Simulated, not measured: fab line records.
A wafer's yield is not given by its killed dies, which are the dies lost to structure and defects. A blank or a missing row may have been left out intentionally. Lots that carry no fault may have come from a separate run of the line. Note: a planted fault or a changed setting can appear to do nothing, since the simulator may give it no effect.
Matching of chambers	flow n5Finfet	4 sister chambers for N5_SPACER0_ALD_08 on aldSin-03
The step deposits SiNx, target thk 2 nm. 14 wafers are shown with their chamber, then 7 later ones without.

== WAFERS WITH THEIR CHAMBER ==
wafer	chamber	heaterPowerW (W)	chamberPressureTorr (Torr)
L074.3	3	887	2.001
L074.4	1	911	2.003
L074.5	2	1035	1.998
L081.1	3	850	2.006
L081.3	0	805	2.006
L081.4	1	897	1.997
L082.3	3	869	1.994
L082.5	3	896	1.993
L082.6	0	795	1.995
L085.3	2	1040	1.998
L085.4	3	865	2.005
L085.6	3	889	2.001
L088.3	0	820	1.996
L088.5	3	858	1.999

SIGNATURES (means of the wafers above)
reading	chamber 0	chamber 1	chamber 2	chamber 3	scatter within a chamber
heaterPowerW	806.67	904.00	1037.50	873.43	15
chamberPressureTorr	1.99900	2.00000	1.99800	1.99986	0.00491
Rule: distance of a wafer from a chamber = root of the sum over the readings of ((wafer's reading minus chamber's mean) / reading's scatter) squared. The wafer belongs to the nearest chamber; if the next one is less than 2 further off, it can't be placed. How the scatter is found: for the shown wafers, subtract from each reading the mean of its chamber, square and add these, divide the total by (wafers less chambers), then take the root.

== WAFERS WHOSE CHAMBER IS MISSING ==
wafer	heaterPowerW (W)	chamberPressureTorr (Torr)
L088.6	796	1.995
L089.2	874	1.994
L089.4	789	2.002
L089.5	777	2.006
L093.3	805	1.998
L093.5	809	2.010
L093.6	883	2.005

== THE CHAMBER EACH PASSED THROUGH ==
wafer	from the rows above	in truth
L088.6	0	0
L089.2	can't be placed: 3 or 1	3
L089.4	0	0
L089.5	0	0
L093.3	0	0
L093.5	0	0
L093.6	can't be placed: 3 or 1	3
Placed correctly: 5 of 7. From these rows, 2 cannot be placed; in 2 the true chamber is one of the candidates. Placed wrongly: 0.
